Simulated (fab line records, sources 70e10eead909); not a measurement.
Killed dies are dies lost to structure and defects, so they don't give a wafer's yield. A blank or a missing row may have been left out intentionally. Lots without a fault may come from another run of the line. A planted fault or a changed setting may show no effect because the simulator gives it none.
fab line records	flow nandHarc
record: lots: 5	wafers: 15	lastDay: 24
route steps=1159 shown A_CHANNEL_HOLE_D1@450 END@1158
lots that met no fault: taken from a fault-free run of the same line
startH: the number of hours between the record's first day and the start of the first shown wafer of the lot	waitH: hours from the lot's prior step to this one	" unchanged from the row above	L1.1+2: a row that stands for several wafers	- no value, or no start given	* or withheld: withheld	< > ~ a bound
route shown NAME@n: names a module that has steps shown in the file, with the first one's number in the route	usual: the fault-free wafers' mean and standard deviation	same: alike in all rows	chamber/n: place in a boat	sites: each site's reading	_std_site: their standard deviation	_edge_site: outer sites' mean less inner sites'	radiusMm: how far each site lies from the wafer's centre	mask NAME#n: copy n	behind: the tool/chamber that last shaped the wafer	hold: why the lot was held/for how many hours/how that ended	device: which transistor (n, p or np) failed to switch	end of line: the route-end tests of the same wafers	a step given without rows: its recipe and nothing more	killed: count of dies lost to structure and defects at first sort (not the wafer's yield)	map: a wafer's dies, x killed, . not, _ none there
set.NAME: the run value of the setting; set.NAME@STEP: its run value at that earlier step	model.NAME: the simulator's own value behind a step, which no gauge read
lots at selected steps of the route; one table per step, one row per wafer
services: the hour from which a tool's chamber was out of use, counted from the record's first day as startH (under 0 if before that day), plus the number of hours and why
== steps ==
step: NHARC_A_CHANNEL_HOLE_D1_DEP_00
recipe: targetThkA: 31000	tempC: 400	material: aC
step: NHARC_A_CHANNEL_HOLE_D1_DEP_01
recipe: targetThkA: 1400	targetThkNm: 140	tempC: 400	pressureTorr: 3.5	flowSccm: 200	rfW: 350	material: SiON
step: NHARC_A_CHANNEL_HOLE_D1_DEHYDRATE_02
recipe: tempC: 150	timeS: 120
step: NHARC_A_CHANNEL_HOLE_D1_HMDS_03
recipe: timeS: 30
step: NHARC_A_CHANNEL_HOLE_D1_COAT_36
recipe: tempC: 260	timeS: 75
step: NHARC_A_CHANNEL_HOLE_D1_COAT_37
recipe: tempC: 225	timeS: 65
step: NHARC_A_CHANNEL_HOLE_D1_COAT_04
recipe: spinRpm: 1500	resistThkNm: 90
step: NHARC_A_CHANNEL_HOLE_D1_SOFTBAKE_05
recipe: tempC: 105	timeS: 55
step: NHARC_A_CHANNEL_HOLE_D1_EBR_06
step: NHARC_A_CHANNEL_HOLE_D1_EXPOSE_07
recipe: na: 1.35	targetCdNm: 100	sigmaOuter: 0.3	doseMj: 59.65	maskId: HOLE_D1
usual: exposureDoseMJCm2: 59.59/0.06
lot.wafer	tool	chamber	startH	waitH	mask	exposureDoseMJCm2
L323.2	arfiScanner-01	0	264.56	-	HOLE_D1#0	59.60
L323.3	"	0	"	"	HOLE_D1#0	59.62
L323.6	"	0	"	"	HOLE_D1#0	59.50
L324.3	arfiScanner-01	0	273.44	-	HOLE_D1#0	37.34
L324.5	"	0	"	"	HOLE_D1#0	37.45
L324.6	"	0	"	"	HOLE_D1#0	37.36
L327.2	arfiScanner-01	0	281.82	-	HOLE_D1#0	41.71
L327.4	"	0	"	"	HOLE_D1#0	41.77
L327.6	"	0	"	"	HOLE_D1#0	41.74
L328.3	arfiScanner-01	0	282.33	-	HOLE_D1#0	43.28
L328.4	"	0	"	"	HOLE_D1#0	43.16
L328.5	"	0	"	"	HOLE_D1#0	43.23
L331.1	arfiScanner-02	0	300.87	-	HOLE_D1#0	59.55
L331.3	"	0	"	"	HOLE_D1#0	59.59
L331.5	"	0	"	"	HOLE_D1#0	59.52
step: NHARC_A_CHANNEL_HOLE_D1_PEB_08
recipe: pebTempC: 100	pebTimeS: 65
step: NHARC_A_CHANNEL_HOLE_D1_DEVELOP_09
recipe: developTimeS: 35	devTempC: 23
step: NHARC_A_CHANNEL_HOLE_D1_CD_MEAS_10
recipe: targetCdNm: 100	landingEnergyEv: 500
usual: cdNm: 100.0/0.43
lot.wafer	tool	chamber	startH	waitH	cdNm
L323.2	cdSem-03	0	264.70	-	100.2
L323.3	"	0	"	"	99.8
L323.6	"	0	"	"	99.5
L324.3	cdSem-03	0	273.57	-	77.7
L324.5	"	0	"	"	77.8
L324.6	"	0	"	"	77.8
L327.2	cdSem-01	0	281.96	-	83.4
L327.4	"	0	"	"	83.1
L327.6	"	0	"	"	83.4
L328.3	cdSem-03	0	282.47	-	85.9
L328.4	"	0	"	"	85.1
L328.5	"	0	"	"	85.5
L331.1	cdSem-03	0	301.02	-	99.7
L331.3	"	0	"	"	100.0
L331.5	"	0	"	"	100.0
step: NHARC_A_CHANNEL_HOLE_D1_DESCUM_15
recipe: timeS: 3	o2FlowSccm: 200	arFlowSccm: 0	biasPowerW: 0	chemistry: O2
usual: drypumpMotorCurrentA: 5.7/0.58	o2FlowSccm: 200.1/0.62	oesProductAu: 1.000/0.0067	rfVppV: 57.7/0.95	showerheadPlenumPTorr: 1.89/0.073	throttleValvePct: 11.312/0.0088
lot.wafer	tool	chamber	startH	waitH	drypumpMotorCurrentA	o2FlowSccm	oesProductAu	rfHoursCounterH	rfVppV	showerheadPlenumPTorr	throttleValvePct	model.A_CHANNEL_HOLE_D1.cdNm
L323.2	rieDiel-10	0	264.88	0.1	5.5	200.0	0.995	4	57.6	1.96	11.309	99.89
L323.3	"	1	"	"	4.8	200.1	0.998	5	57.7	1.80	11.312	99.47
L323.6	"	0	"	"	5.5	200.1	0.997	-	58.2	1.96	11.309	99.52
L324.3	rieDiel-01	2	273.75	0.1	6.7	200.0	1.008	9	57.7	1.90	11.312	77.58
L324.5	"	2	"	"	6.7	199.4	1.007	-	57.2	1.90	11.322	77.56
L324.6	"	3	"	"	5.2	200.7	1.000	-	58.6	1.93	11.316	78.14
L327.2	rieDiel-01	3	282.14	0.1	5.2	200.1	0.995	11	58.9	1.93	11.320	83.11
L327.4	"	2	"	"	6.8	200.5	1.007	10	58.8	1.90	11.312	82.91
L327.6	"	0	"	"	6.7	199.9	1.002	-	59.0	2.03	11.308	83.32
L328.3	rieDiel-02	3	282.66	0.1	5.3	199.7	1.001	10	55.9	1.80	11.311	85.93
L328.4	"	3	"	"	5.2	200.1	0.997	-	56.0	1.80	11.323	85.06
L328.5	"	0	"	"	5.8	200.5	1.014	-	57.4	1.91	11.304	85.65
L331.3	rieDiel-02	0	301.21	0.1	5.7	199.7	1.011	11	58.7	1.91	11.322	100.5
L331.1	"	2	"	"	5.9	198.7	0.996	9	58.2	1.97	11.296	99.92
L331.5	"	3	"	"	5.2	200.4	0.999	-	57.1	1.80	11.306	100.4
step: NHARC_A_CHANNEL_HOLE_D1_ETCH_38
recipe: targetDepthA: 390	overEtchFrac: 0.3	timeS: 65	ionEnergyEv: 80	cf4FlowSccm: 150	arFlowSccm: 0	rfW: 300	biasW: 100	chemistry: CF4
step: NHARC_A_CHANNEL_HOLE_D1_ETCH_39
recipe: targetDepthA: 2600	overEtchFrac: 0.3	timeS: 325	ionEnergyEv: 200	n2FlowSccm: 150	h2FlowSccm: 150	arFlowSccm: 0	rfW: 400	biasW: 150	chemistry: N2/H2
step: NHARC_A_CHANNEL_HOLE_D1_ETCH_34
recipe: targetDepthA: 1540	timeS: 77	cf4FlowSccm: 100	chf3FlowSccm: 30	arFlowSccm: 0	rfW: 500	biasW: 200	chemistry: CF4/CHF3
step: NHARC_A_CHANNEL_HOLE_D1_ETCH_16
recipe: targetDepthA: 31000	overEtchFrac: 0.3	timeS: 806	ionEnergyEv: 150	o2FlowSccm: 400	cosFlowSccm: 20	arFlowSccm: 0	rfW: 500	biasW: 300	chemistry: O2/COS
step: NHARC_A_CHANNEL_HOLE_D1_CD_MEAS_18
usual: cdNm: 99.0/1.5
lot.wafer	tool	chamber	startH	waitH	cdNm
L323.2	cdSem-01	-	266.21	-	99.2
L323.3	"	-	"	"	97.7
L323.6	"	-	"	"	98.9
L324.3	cdSem-03	-	274.88	-	75.4
L324.5	"	-	"	"	76.5
L324.6	"	-	"	"	75.0
L327.2	cdSem-01	-	283.26	-	81.7
L327.4	"	-	"	"	82.5
L327.6	"	-	"	"	83.3
L328.3	cdSem-02	-	283.97	-	83.9
L328.4	"	-	"	"	83.0
L328.5	"	-	"	"	86.3
L331.1	cdSem-01	-	302.32	-	100.1
L331.3	"	-	"	"	100.2
L331.5	"	-	"	"	100.9
step: NHARC_A_CHANNEL_HOLE_D1_ETCH_19
recipe: biasV: 1200	sourceW: 2500	pressureMtorr: 15	timeS: 34.5	arFlowSccm: 375	c4f8FlowSccm: 28.8	o2FlowSccm: 96.2	tempC: -20	targetDepthA: *	chemistry: C4F8/O2/Ar
step: NHARC_A_CHANNEL_HOLE_D1_ETCH_20
recipe: biasV: 3000	sourceW: withheld	pressureMtorr: 20	timeS: 361.9	arFlowSccm: 375	c4f8FlowSccm: 89.3	o2FlowSccm: 35.7	tempC: -20	targetDepthA: 16000	chemistry: C4F8/O2/Ar
step: NHARC_A_CHANNEL_HOLE_D1_ETCH_21
recipe: biasV: 3000	sourceW: withheld	pressureMtorr: 20	timeS: 514.3	arFlowSccm: 375	c4f8FlowSccm: 89.3	o2FlowSccm: 35.7	tempC: -20	targetDepthA: 16000	chemistry: C4F8/O2/Ar
step: NHARC_A_CHANNEL_HOLE_D1_ETCH_22
recipe: biasV: 3000	sourceW: withheld	pressureMtorr: 20	timeS: 666.7	arFlowSccm: 375	c4f8FlowSccm: 89.3	o2FlowSccm: 35.7	tempC: -20	targetDepthA: 16000	chemistry: C4F8/O2/Ar
step: NHARC_A_CHANNEL_HOLE_D1_ETCH_23
recipe: biasV: 5000	sourceW: withheld	pressureMtorr: 20	timeS: 819	arFlowSccm: 375	c4f8FlowSccm: 89.3	o2FlowSccm: 35.7	tempC: -20	targetDepthA: 16000	chemistry: C4F8/O2/Ar
step: NHARC_A_CHANNEL_HOLE_D1_ETCH_24
recipe: biasV: 5000	sourceW: withheld	pressureMtorr: 20	timeS: 906.2	arFlowSccm: 375	c4f8FlowSccm: 93.8	o2FlowSccm: 31.2	tempC: -20	targetDepthA: 15000	chemistry: C4F8/O2/Ar
step: NHARC_A_CHANNEL_HOLE_D1_ETCH_25
recipe: biasV: 5000	sourceW: withheld	pressureMtorr: 20	timeS: 1040.2	arFlowSccm: 375	c4f8FlowSccm: 93.8	o2FlowSccm: 31.2	tempC: -20	targetDepthA: 15000	chemistry: C4F8/O2/Ar
step: NHARC_A_CHANNEL_HOLE_D1_ETCH_26
recipe: biasV: 300	sourceW: 2000	pressureMtorr: 30	timeS: 224.1	arFlowSccm: 375	c4f8FlowSccm: 11.4	o2FlowSccm: 113.6	tempC: -20	targetDepthA: 3000	chemistry: C4F8/O2/Ar
step: NHARC_A_CHANNEL_HOLE_D1_ETCH_33
recipe: biasV: 400	sourceW: 2000	pressureMtorr: 25	timeS: 90	arFlowSccm: 375	c4f8FlowSccm: 41.7	o2FlowSccm: 83.3	tempC: -20	targetDepthA: 4000	chemistry: C4F8/O2/Ar
step: NHARC_A_CHANNEL_HOLE_D1_STRIP_41
recipe: n2FlowSccm: 150	h2FlowSccm: 150	arFlowSccm: 0	biasW: 0	chemistry: N2/H2
step: NHARC_A_CHANNEL_HOLE_D1_STRIP_42
recipe: cf4FlowSccm: 100	chf3FlowSccm: 30	arFlowSccm: 0	biasW: 0	chemistry: CF4/CHF3
step: NHARC_A_CHANNEL_HOLE_D1_STRIP_43
recipe: o2FlowSccm: 400	cosFlowSccm: 20	arFlowSccm: 0	biasW: 0	chemistry: O2/COS
step: NHARC_A_CHANNEL_HOLE_D1_ETCH_44
recipe: targetDepthA: 1400	overetchA: 140	timeS: 77	ionEnergyEv: 100	cf4FlowSccm: 80	o2FlowSccm: 20	arFlowSccm: 0	rfW: 300	biasW: 100	chemistry: CF4/O2
usual: drypumpMotorCurrentA: 5.7/0.57	o2FlowSccm: 19.99/0.061	oesProductAu: 1.000/0.0067	rfVppV: 197.4/1.2	showerheadPlenumPTorr: 1.32/0.05	throttleValvePct: 13.397/0.0092
lot.wafer	tool	chamber	startH	waitH	drypumpMotorCurrentA	o2FlowSccm	oesProductAu	rfHoursCounterH	rfVppV	showerheadPlenumPTorr	throttleValvePct	model.A_CHANNEL_HOLE_D1.cdNm
L323.3	rieDiel-10	3	271.03	0.1	5.2	20.00	0.998	4	197.3	1.26	13.393	88.18
L323.2	"	0	"	"	5.5	20.04	0.993	5	197.1	1.36	13.397	90.09
L323.6	"	2	"	"	5.7	20.07	0.994	-	196.0	1.25	13.403	89.55
L324.3	rieDiel-10	2	279.67	0.1	5.8	20.10	1.005	6	195.9	1.25	13.396	67.08
L324.6	"	0	"	"	5.5	19.95	1.002	-	198.2	1.36	13.402	67.77
L324.5	"	1	"	"	4.8	19.91	1.000	-	198.2	1.26	13.397	68.9
L327.2	rieDiel-01	2	288.05	0.1	6.7	20.01	0.997	11	197.5	1.33	13.396	72.56
L327.4	"	3	"	"	5.3	19.90	0.997	12	198.1	1.34	13.401	72.56
L327.6	"	3	"	"	5.3	19.88	0.997	-	195.5	1.34	13.406	72.39
L328.3	rieDiel-01	2	291.09	0.1	6.7	20.08	1.005	11	198.1	1.33	13.395	76.53
L328.4	"	3	"	"	5.3	19.97	1.006	12	196.3	1.34	13.403	76.43
L328.5	"	2	"	"	6.7	20.08	0.998	-	197.4	1.33	13.386	76.89
L331.1	rieDiel-01	0	307.15	0.0	6.7	19.91	1.001	12	200.2	1.42	13.401	89.11
L331.3	"	2	"	"	6.7	19.97	1.017	12	197.3	1.33	13.397	90.98
L331.5	"	1	"	"	6.0	19.92	1.007	-	198.1	1.31	13.392	91.49
step: NHARC_A_CHANNEL_HOLE_D1_STRIP_27
recipe: o2FlowSccm: 500	arFlowSccm: 0	biasW: 0	chemistry: O2
step: NHARC_A_CHANNEL_HOLE_D1_PRECLEAN_28
recipe: timeS: *	tempC: 50	bathAgeMin: 0	chemistry: SC1
step: NHARC_A_CHANNEL_HOLE_D1_SRD_29
step: NHARC_A_CHANNEL_HOLE_D1_CD_MEAS_30
usual: cdNm: 89.9/0.9
lot.wafer	tool	chamber	startH	waitH	cdNm
L323.2	cdSem-01	-	271.82	-	90.5
L323.3	"	-	"	"	88.6
L323.6	"	-	"	"	89.7
L324.3	cdSem-03	-	280.46	-	67.5
L324.5	"	-	"	"	68.3
L324.6	"	-	"	"	67.4
L327.2	cdSem-02	-	288.86	-	72.8
L327.4	"	-	"	"	72.6
L327.6	"	-	"	"	72.5
L328.3	cdSem-01	-	291.88	-	76.0
L328.4	"	-	"	"	76.4
L328.5	"	-	"	"	76.6
L331.1	cdSem-01	-	307.95	-	89.1
L331.3	"	-	"	"	91.5
L331.5	"	-	"	"	91.7
step: NHARC_A_CHANNEL_HOLE_D1_XSEM_31
recipe: landingEnergyEv: 35000
usual: botCdNm: 74.4/1.1	bowNm: 8.57/0.26	tiltDeg: 0.06/0.037
lot.wafer	tool	chamber	startH	waitH	botCdNm	bowNm	tiltDeg
L323.2	xsem-02	0	271.91	0.1	75.2	8.49	0.09
L323.3	"	0	"	"	73.6	8.38	0.08
L323.6	"	0	"	"	74.6	8.46	0.09
L324.3	xsem-02	0	280.55	0.1	51.4	8.80	0.12
L324.5	"	0	"	"	53.5	8.75	0.11
L324.6	"	0	"	"	51.3	8.77	0.11
L327.2	xsem-01	0	288.95	0.1	56.6	8.30	0.11
L327.4	"	0	"	"	56.5	8.27	0.11
L327.6	"	0	"	"	55.7	8.33	0.12
L328.3	xsem-02	0	291.99	0.1	60.4	8.26	0.04
L328.4	"	0	"	"	61.2	8.30	0.04
L328.5	"	0	"	"	60.2	8.32	0.04
L331.1	xsem-01	0	308.03	0.1	72.7	8.37	0.04
L331.3	"	0	"	"	75.5	8.36	0.04
L331.5	"	0	"	"	76.5	8.42	0.03
step: NHARC_END_WLT_00
usual: VT_DECK1_BOTTOM: 0.871/0.0063	VT_DECK1_BOTTOM_INNER: 0.871/0.0059	VT_DECK1_MEDIAN_NEAR_BOTTOM: 0.872/0.0059	VT_DECK1_MEDIAN_NEAR_BOTTOM_INNER: 0.871/0.0066	VT_DECK1_MIDDLE: 0.884/0.0061	VT_DECK1_MIDDLE_INNER: 0.884/0.0059	VT_DECK1_TOP: 0.896/0.0066	VT_DECK1_TOP_INNER: 0.896/0.0064
lot.wafer	tool	chamber	startH	waitH	VT_DECK1_BOTTOM	VT_DECK1_BOTTOM_INNER	VT_DECK1_MEDIAN_NEAR_BOTTOM	VT_DECK1_MEDIAN_NEAR_BOTTOM_INNER	VT_DECK1_MIDDLE	VT_DECK1_MIDDLE_INNER	VT_DECK1_TOP	VT_DECK1_TOP_INNER
L323.2	prober-01	-	513.42	0.5	0.867	0.875	0.881	0.874	0.887	0.880	0.901	0.895
L323.3	"	-	"	"	0.867	0.868	0.870	0.867	0.884	0.884	0.897	0.897
L323.6	"	-	515.43	2.6	0.866	0.874	0.869	0.868	0.883	0.882	0.899	0.903
L327.4	prober-02	-	545.95	1.5	0.813	0.816	0.813	0.810	0.828	0.834	0.847	0.852
L327.6	"	-	"	"	0.808	0.808	0.807	0.807	0.836	0.831	0.855	0.863
L328.3	prober-02	-	558.12	1.1	0.823	0.818	0.820	0.817	0.840	0.839	0.853	0.856
L328.4	"	-	"	"	0.822	0.825	0.823	0.826	0.837	0.843	0.851	0.848
L328.5	"	-	"	"	0.822	0.820	0.823	0.819	0.838	0.831	0.860	0.851
L331.1	prober-01	-	564.97	3.9	0.874	0.874	0.872	0.877	0.893	0.888	0.897	0.897
L331.3	"	-	565.99	4.9	0.887	0.874	0.882	0.883	0.891	0.891	0.903	0.904
L331.5	"	-	567.01	6.0	0.876	0.880	0.882	0.882	0.891	0.897	0.902	0.892
== services ==
tool	chamber	startH	hours	kind
rieDiel-01	0	244.86	-	clean
rieDiel-01	1	244.86	-	clean
rieDiel-01	2	244.86	-	clean
rieDiel-01	3	244.86	-	clean
arfiScanner-01	-	252.13	0.8	repair
arfiScanner-02	-	256.00	4.0	pm
rieDiel-10	0	259.00	-	clean
rieDiel-10	1	259.00	-	clean
rieDiel-10	2	259.00	-	clean
rieDiel-10	3	259.00	-	clean
rieDiel-02	2	259.86	31.5	repair
rieDiel-10	3	262.31	4.8	repair
rieDiel-01	0	269.36	-	clean
rieDiel-01	1	269.36	-	clean
rieDiel-01	2	269.36	-	clean
rieDiel-01	3	269.36	-	clean
rieDiel-10	0	283.50	-	clean
rieDiel-10	1	283.50	-	clean
rieDiel-10	2	283.50	-	clean
rieDiel-01	0	293.86	-	clean
rieDiel-01	1	293.86	-	clean
rieDiel-01	2	293.86	-	clean
rieDiel-01	3	293.86	-	clean
xsem-02	-	302.00	14.0	pm
== key ==
firstSign: step: NHARC_A_CHANNEL_HOLE_D1_EXPOSE_07	reading: exposureDoseMJCm2	direction: down	sigmas: 99+	usual: 59.59	struck: 40.78
effect: step: NHARC_A_CHANNEL_HOLE_D1_CD_MEAS_10	reading: cdNm	direction: down	sigmas: 42	usual: 100.0	struck: 82.2	through: controlLoop
effect: step: NHARC_A_CHANNEL_HOLE_D1_CD_MEAS_18	reading: cdNm	direction: down	sigmas: 12	usual: 99.0	struck: 80.9	through: controlLoop
effect: step: NHARC_A_CHANNEL_HOLE_D1_CD_MEAS_30	reading: cdNm	direction: down	sigmas: 20	usual: 89.9	struck: 72.2	through: controlLoop
effect: step: NHARC_A_CHANNEL_HOLE_D1_XSEM_31	reading: botCdNm	direction: down	sigmas: 16	usual: 74.4	struck: 56.3	through: controlLoop
effect: step: NHARC_END_WLT_00	reading: VT_DECK1_MEDIAN_NEAR_BOTTOM	direction: down	sigmas: 9.3	usual: 0.872	struck: 0.817
modelEffect: step: NHARC_A_CHANNEL_HOLE_D1_DESCUM_15	value: A_CHANNEL_HOLE_D1.cdNm	without: 100.4	struck: 82.14
modelEffect: step: NHARC_A_CHANNEL_HOLE_D1_ETCH_44	value: A_CHANNEL_HOLE_D1.cdNm	without: 90.56	struck: 72.35
metAt NHARC_A_CHANNEL_HOLE_D1_EXPOSE_07
struckWafers L324.3,L324.5,L324.6,L327.2,L327.4,L327.6,L328.3,L328.4,L328.5
laterRowsLeftOut L324.3,L324.5,L324.6,L327.2
sortLeftOut L324.3,L324.5,L324.6,L327.2,L327.4,L327.6,L328.3,L328.4,L328.5
testerLeftOut L324,L327,L328
loopTrim: step: NHARC_A_CHANNEL_HOLE_D1_EXPOSE_07	setting: dose	lots: L327,L328
onsetBetween 264.56 273.44
fault: kind: processParameterDrift	tool: arfiScanner-01	chamber: -	onsetH: 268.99	steps: NHARC_A_CHANNEL_HOLE_D1_EXPOSE_07	channel: doseMj	offset: -22.267	shape: step	actsIn: theseRecipesOnly	stated: 59.65
testerLeftOut: of these lots the tester's yield and bins aren't shown, on N5 and GAA mostly nor the transistor test; their killed dies are dies lost to structure and defects alone, not to doping, threshold or leakage, so they don't give the yield
sortLeftOut: the simulated sort isn't trusted on such a fault, so these wafers' sort isn't shown, and their yield isn't known
laterRowsLeftOut: the simulator's readings of these wafers behind a module that went badly wrong aren't trusted and aren't shown, but for the sort
loopTrim: a control loop set the setting to another value than it would have without faults
